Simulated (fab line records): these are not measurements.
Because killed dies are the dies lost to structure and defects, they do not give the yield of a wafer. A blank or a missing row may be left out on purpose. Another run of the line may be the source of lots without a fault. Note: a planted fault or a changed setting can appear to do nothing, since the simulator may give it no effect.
Chamber matching + flow n5 finfet + 4 sister chambers for N5_FIN_CUT_ETCH_20 on rie diel-02
The step etches SiARC in CF4, target depth 26 nm, time 43.3 s. 20 wafers are shown with their chamber, then 10 later ones without.

== WAFERS PAIRED WITH THEIR CHAMBERS ==
| wafer  | chamber | drypump motor current A (A) | showerhead plenum p Torr (Torr) | throttle valve pct (%) |
|--------|---------|-----------------------------|---------------------------------|------------------------|
| L074.1 | 0       | 5.1                         | 2.26                            | 15.43                  |
| L074.2 | 1       | 6.1                         | 2.08                            | 15.45                  |
| L074.3 | 3       | 6.6                         | 2.21                            | 15.79                  |
| L081.1 | 0       | 5.1                         | 2.26                            | 15.45                  |
| L081.3 | 2       | 6.1                         | 2.15                            | 15.51                  |
| L081.5 | 0       | 5.1                         | 2.26                            | 15.45                  |
| L083.2 | 3       | 6.6                         | 2.21                            | 15.81                  |
| L083.3 | 0       | 5.1                         | 2.26                            | 15.45                  |
| L083.6 | 0       | 5.1                         | 2.26                            | 15.46                  |
| L084.1 | 0       | 5.1                         | 2.26                            | 15.47                  |
| L084.5 | 1       | 6.2                         | 2.07                            | 15.47                  |
| L084.6 | 2       | 6.1                         | 2.15                            | 15.52                  |
| L085.2 | 1       | 6.2                         | 2.07                            | 15.49                  |
| L085.3 | 3       | 6.6                         | 2.20                            | 15.82                  |
| L085.4 | 2       | 6.2                         | 2.15                            | 15.53                  |
| L086.1 | 2       | 6.1                         | 2.15                            | 15.54                  |
| L086.3 | 3       | 6.6                         | 2.20                            | 15.82                  |
| L086.4 | 0       | 5.1                         | 2.26                            | 15.48                  |
| L087.2 | 2       | 6.2                         | 2.15                            | 15.53                  |
| L087.3 | 0       | 5.1                         | 2.25                            | 15.47                  |

SIGNATURES, as means of the wafers listed above
| reading                  | chamber 0 | chamber 1 | chamber 2 | chamber 3 | scatter within a chamber |
|--------------------------|-----------|-----------|-----------|-----------|--------------------------|
| drypump motor current A  | 5.100     | 6.167     | 6.140     | 6.600     | 0.0342                   |
| showerhead plenum p Torr | 2.2588    | 2.0733    | 2.1500    | 2.2050    | 0.00399                  |
| throttle valve pct       | 15.4575   | 15.4700   | 15.5260   | 15.8100   | 0.0151                   |
Rule: a wafer's distance from a chamber is the root of the sum, over the readings, of the square of ((its reading less the chamber's mean) divided by the reading's scatter). The wafer belongs to the nearest chamber; if the next one is less than 2 further off, it can't be placed. How the scatter is found: for the shown wafers, subtract from each reading the mean of its chamber, square and add these, divide the total by (wafers less chambers), then take the root.

== WAFERS WITH NO CHAMBER GIVEN ==
| wafer  | drypump motor current A (A) | showerhead plenum p Torr (Torr) | throttle valve pct (%) |
|--------|-----------------------------|---------------------------------|------------------------|
| L087.5 | 6.2                         | 2.07                            | 15.51                  |
| L092.1 | 6.1                         | 2.07                            | 15.52                  |
| L092.2 | 6.6                         | 2.20                            | 15.84                  |
| L092.4 | 6.1                         | 2.15                            | 15.55                  |
| L095.1 | 6.2                         | 2.07                            | 15.53                  |
| L095.2 | 6.1                         | 2.14                            | 15.55                  |
| L095.4 | 6.6                         | 2.20                            | 15.84                  |
| L097.1 | 6.1                         | 2.06                            | 15.52                  |
| L097.2 | 5.1                         | 2.25                            | 15.50                  |
| L097.6 | 6.6                         | 2.20                            | 15.86                  |

== THE CHAMBER EACH PASSED THROUGH ==
| wafer  | from the rows above | in truth |
|--------|---------------------|----------|
| L087.5 | 1                   | 1        |
| L092.1 | 1                   | 1        |
| L092.2 | 3                   | 3        |
| L092.4 | 2                   | 2        |
| L095.1 | 1                   | 1        |
| L095.2 | 2                   | 2        |
| L095.4 | 3                   | 3        |
| L097.1 | 1                   | 1        |
| L097.2 | 0                   | 0        |
| L097.6 | 3                   | 3        |
10 of 10 placed correctly. From these rows, 0 cannot be placed. Number placed wrongly: 0.
